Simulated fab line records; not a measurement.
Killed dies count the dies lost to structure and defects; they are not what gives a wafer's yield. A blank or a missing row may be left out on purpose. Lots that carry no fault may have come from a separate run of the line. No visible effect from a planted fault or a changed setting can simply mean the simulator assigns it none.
Chamber matching + flow n5-finfet + rie-diel-02 running N5_SD_EPI_P_ETCH_16: 4 sister chambers
The step etches SiO2 in CHF3/O2, target depth 5 nm. 16 wafers are shown with their chamber, then 8 later ones without.

== WAFERS PAIRED WITH THEIR CHAMBERS ==
| wafer  | chamber | drypump-motor-current-A (A) | rf-vpp-V (V) | showerhead-plenum-p-Torr (Torr) |
|--------|---------|-----------------------------|--------------|---------------------------------|
| L074.4 | 1       | 6.1                         | 519          | 2.47                            |
| L074.5 | 0       | 5.5                         | 523          | 2.47                            |
| L074.6 | 1       | 6.1                         | 521          | 2.47                            |
| L078.3 | 0       | 5.5                         | 522          | 2.47                            |
| L078.4 | 2       | 5.6                         | 507          | 2.39                            |
| L078.5 | 2       | 5.5                         | 507          | 2.39                            |
| L082.1 | 2       | 5.5                         | 507          | 2.38                            |
| L082.4 | 3       | 5.1                         | 506          | 2.44                            |
| L082.5 | 0       | 5.5                         | 523          | 2.47                            |
| L085.1 | 1       | 6.1                         | 520          | 2.46                            |
| L085.4 | 2       | 5.5                         | 507          | 2.38                            |
| L085.5 | 1       | 6.1                         | 519          | 2.46                            |
| L088.2 | 0       | 5.5                         | 521          | 2.46                            |
| L088.3 | 3       | 5.2                         | 507          | 2.43                            |
| L088.4 | 1       | 6.1                         | 519          | 2.46                            |
| L089.2 | 2       | 5.5                         | 506          | 2.38                            |

SIGNATURES, as means of the wafers listed above
| reading                  | chamber 0 | chamber 1 | chamber 2 | chamber 3 | scatter within a chamber |
|--------------------------|-----------|-----------|-----------|-----------|--------------------------|
| drypump-motor-current-A  | 5.500     | 6.100     | 5.520     | 5.150     | 0.0329                   |
| rf-vpp-V                 | 522.25    | 519.60    | 506.80    | 506.50    | 0.777                    |
| showerhead-plenum-p-Torr | 2.4675    | 2.4640    | 2.3840    | 2.4350    | 0.00552                  |
Rule: a wafer's distance from a chamber is the root of the sum, over the readings, of the square of ((its reading less the chamber's mean) divided by the reading's scatter). The wafer belongs to the nearest chamber; if the next one is less than 2 further off, it can't be placed. The scatter: the root of (the sum of the squares of (reading less its chamber's mean) over the shown wafers, divided by (wafers less chambers)).

== WAFERS WITHOUT THEIR CHAMBER ==
| wafer  | drypump-motor-current-A (A) | rf-vpp-V (V) | showerhead-plenum-p-Torr (Torr) |
|--------|-----------------------------|--------------|---------------------------------|
| L089.3 | 5.5                         | 522          | 2.46                            |
| L089.4 | 5.2                         | 508          | 2.43                            |
| L090.1 | 5.2                         | 506          | 2.43                            |
| L090.3 | 5.5                         | 520          | 2.46                            |
| L090.4 | 6.1                         | 519          | 2.45                            |
| L096.3 | 5.5                         | 507          | 2.37                            |
| L096.4 | 5.4                         | 521          | 2.46                            |
| L096.5 | 5.5                         | 506          | 2.37                            |

== CHAMBER TAKEN BY EACH ==
| wafer  | from the rows above | in truth |
|--------|---------------------|----------|
| L089.3 | 0                   | 0        |
| L089.4 | 3                   | 3        |
| L090.1 | 3                   | 3        |
| L090.3 | 0                   | 0        |
| L090.4 | 1                   | 1        |
| L096.3 | 2                   | 2        |
| L096.4 | 0                   | 0        |
| L096.5 | 2                   | 2        |
Correctly placed: 8 of 8. Can't be placed from these rows: 0. 0 placed wrongly.
